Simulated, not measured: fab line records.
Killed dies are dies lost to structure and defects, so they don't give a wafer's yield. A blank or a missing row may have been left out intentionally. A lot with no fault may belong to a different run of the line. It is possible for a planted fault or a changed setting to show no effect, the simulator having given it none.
8D (eight disciplines) problem report, filled in by code | flow nand-harc | the parts of the form that need people (team, actions taken, sign-off) are left out

## 1. WHAT IS WRONG
A mean of 1530 nm is read at NHARC_A_ONON_D1_THK_MEAS_21 for thk-nm, taken on 1 wafer of 1 lot, against 1001 nm (standard deviation 10) on wafers free of any fault. That puts it +53 standard deviations away from the usual mean.
The step: measures by ellipsometry.
First observed at day 10 13:49: wafer L966.1, on film-metro-02. The record has a number at this step for 39 wafers belonging to 13 lots. Rule for "out", or "out of limits": more than 4 standard deviations from the usual mean. Any other wafer with a number is counted as sound.

## 2. WHAT IT IS, AND WHAT IT ISN'T
question                    | is                | is not
which readings at this step | thk-nm            | -
which lots                  | L966              | L956, L957, L958, L959, L971, L972, L973, L974, L976, L977, L978, L979
which wafers of those lots  | L966.1            | L966.4, L966.5
read on which gauges        | film-metro-02     | film-metro-01
when                        | from day 10 13:49 | up to then (14 sound wafers); but 24 sound wafers of L971, L972, L973, L974, L976, L977, L978, L979 came after

## 3. WHAT RULES OUT EACH SUSPECT
Counting: any tool at a process step up to the reading remains a suspect provided it ran every lot that is out. Sound lots after the first of them don't rule it out here, since some wafers of a struck lot are sound.
- the gauge at NHARC_A_ONON_D1_THK_MEAS_21 is ruled out. All the wafers that are out were read on film-metro-02, but those of them that NHARC_END_SORT_01 has rows for are out there too, on other tools.
- rie-diel-05 at NHARC_A_ZERO_WELL_DESCUM_12 (chemistry O2, time 3 s): kept. L966, the lot that is out, went through it at day 9 02:56; up to then, the latest sound lot through it was L956 at day 6 17:13.
- pecvd-onon-02 at NHARC_A_ONON_D1_DEP_19 (target thk 1000 nm): kept. L966, the lot that is out, went through it at day 10 13:18; up to then, the latest sound lot through it was L956 at day 8 03:19.
What counting leaves: rie-diel-05 at NHARC_A_ZERO_WELL_DESCUM_12 and pecvd-onon-02 at NHARC_A_ONON_D1_DEP_19.

## 4. THE CAUSE (what the simulator had put in)
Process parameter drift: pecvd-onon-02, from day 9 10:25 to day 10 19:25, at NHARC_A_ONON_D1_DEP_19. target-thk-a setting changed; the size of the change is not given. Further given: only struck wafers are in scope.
Counting leaves 2 suspects; this tool is one of them.

## 5. SEQUENCE OF EFFECTS, ordered by route
Rows list readings where the struck wafers' mean (over those with a number) sits beyond 3 standard deviations from the usual. Readings are gone through only where the record gives a usual standard deviation; hours: the median, over the lots, of the time from a lot's start at the first step in this table giving one to that lot's start at this step; sigmas: the change measured in usual standard deviations.
hours | step                        | reading         | usual   | on struck wafers | change | sigmas
0     | NHARC_A_ONON_D1_THK_MEAS_21 | thk-nm          | 1001 nm | 1530             | +529   | +53
273   | NHARC_END_SORT_01           | killed-at-array | 26      | 674              | +648   | +59
273   | NHARC_END_SORT_01           | killed-dies     | 30      | 677              | +647   | +59

## 6. HOW IT WOULD HAVE BEEN CAUGHT EARLIER
27 hours passed between the start of the fault at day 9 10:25 and the first reading out of limits at a measuring or inspecting step in this record, taken at day 10 13:49.
All the lots that are out (1) had begun NHARC_A_ONON_D1_DEP_19 on pecvd-onon-02 by day 10 13:49. A hold on the tool at that time would have spared none of them.
